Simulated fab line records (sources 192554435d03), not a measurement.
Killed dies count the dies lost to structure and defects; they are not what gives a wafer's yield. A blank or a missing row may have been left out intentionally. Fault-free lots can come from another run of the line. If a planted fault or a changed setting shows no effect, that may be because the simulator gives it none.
Lot-split experiment + flow n5_finfet + 21 wafers read across 7 lots, on a route 1938 steps long

== ABOUT THE SPLIT ==
At N5_BEOL_M15_ETCH_61 (etches BARC in N2/H2, target depth 89 nm, overetch 26.7 nm, time 67.9 s), the setting time_s was moved away from the recipe's 67.9 s on 7 of the 21 wafers read, by -15.9% to +13.0%. All remaining wafers had this setting at the recipe value.

Reading taken at the split's own step.

== THE READING ==
coat_of_BEOL_M15_COAT_22.thk_nm (the simulator's own value, which no gauge read), in nm, at N5_BEOL_M15_ETCH_61 (etches BARC in N2/H2, target depth 89 nm, overetch 26.7 nm, time 67.9 s). There is no usual value for it anywhere in the file. The 14 wafers here that ran the recipe average 714.6 nm, standard deviation 2 nm.

| wafer  | tool, chamber at the split | time_s as run, s | against the recipe | coat_of_BEOL_M15_COAT_22.thk_nm, nm | against lot-mates on the recipe |
|--------|----------------------------|------------------|--------------------|-------------------------------------|---------------------------------|
| L076.1 | rie_diel-06, 3             | 57.08            | -15.9%             | 724                                 | +8.8                            |
| L076.4 | rie_diel-06, 2             | 57.08            | -15.9%             | 728.6                               | +13.4                           |
| L076.6 | rie_diel-06, 0             | 67.9             | recipe             | 715.2                               | -                               |
| L079.2 | rie_diel-02, 1             | 67.9             | recipe             | 714.2                               | -                               |
| L079.3 | rie_diel-02, 2             | 67.9             | recipe             | 717.8                               | -                               |
| L079.6 | rie_diel-02, 1             | 67.9             | recipe             | 714.8                               | -                               |
| L081.3 | rie_diel-06, 2             | 76.71            | +13.0%             | 707.6                               | -4.2                            |
| L081.4 | rie_diel-06, 3             | 67.9             | recipe             | 711.8                               | -                               |
| L081.5 | rie_diel-06, 0             | 76.71            | +13.0%             | 704.8                               | -7.0                            |
| L083.1 | rie_diel-01, 0             | 58.33            | -14.1%             | 722.2                               | +6.4                            |
| L083.3 | rie_diel-01, 1             | 67.9             | recipe             | 715.8                               | -                               |
| L083.6 | rie_diel-01, 3             | 58.33            | -14.1%             | 722.6                               | +6.8                            |
| L086.1 | rie_diel-06, 3             | 67.9             | recipe             | 717                                 | -                               |
| L086.2 | rie_diel-06, 1             | 61.94            | -8.8%              | 720.6                               | +4.0                            |
| L086.3 | rie_diel-06, 2             | 67.9             | recipe             | 716.2                               | -                               |
| L088.4 | rie_diel-02, 0             | 67.9             | recipe             | 711.2                               | -                               |
| L088.5 | rie_diel-02, 2             | 67.9             | recipe             | 713.4                               | -                               |
| L088.6 | rie_diel-02, 1             | 67.9             | recipe             | 714.4                               | -                               |
| L089.1 | rie_diel-06, 3             | 67.9             | recipe             | 711.4                               | -                               |
| L089.2 | rie_diel-06, 2             | 67.9             | recipe             | 716.8                               | -                               |
| L089.6 | rie_diel-06, 0             | 67.9             | recipe             | 715                                 | -                               |

FIT RESULTS
A straight line over all 21 wafers: coat_of_BEOL_M15_COAT_22.thk_nm changes by -0.653 nm for each +1% of time_s; r = -0.93; the points scatter about the line by 2 nm.
The same after taking each lot's own level away (the mean of its wafers on the recipe; 21 wafers): -0.538 nm for each +1%; r = -0.92; scatter 1.8 nm.
Per that fit: largest time_s move, reading shift of 8.6 nm.
The span of the lots' own levels, 711.80 to 716.60 nm, comes to 2.4 times the standard deviation stated above.
In other words, the slope is changed by the lot-to-lot level; the two fits disagree.
Check: +8.82 nm against its lot-mates is what the line predicts for one of the wafers moved furthest among these (-15.9%) when that wafer is left out of the fit. Against them it came out at +8.8 nm.

== OTHER SPLITS APPLIED TO THESE WAFERS ==
Before the reading, these wafers also passed through other splits. Each is held against what the fit with the lots' levels taken away leaves over:
| other split on the same wafers | wafers away from the commonest value | r with coat_of_BEOL_M15_COAT_22.thk_nm (lot level and that fit taken away) |
|--------------------------------|--------------------------------------|----------------------------------------------------------------------------|
| N5_BEOL_M13_SPUTTER_44 power_w | 2                                    | -0.38                                                                      |
| N5_BEOL_M14_DEP_53 time_s      | 7                                    | +0.16                                                                      |
| N5_BEOL_M15_EXPOSE_25 dose_mj  | 6                                    | +0.04                                                                      |

== FILE'S OWN FIT ==
coat_of_BEOL_M15_COAT_22.thk_nm changes by -0.541 nm for each +1% of time_s, r = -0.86.
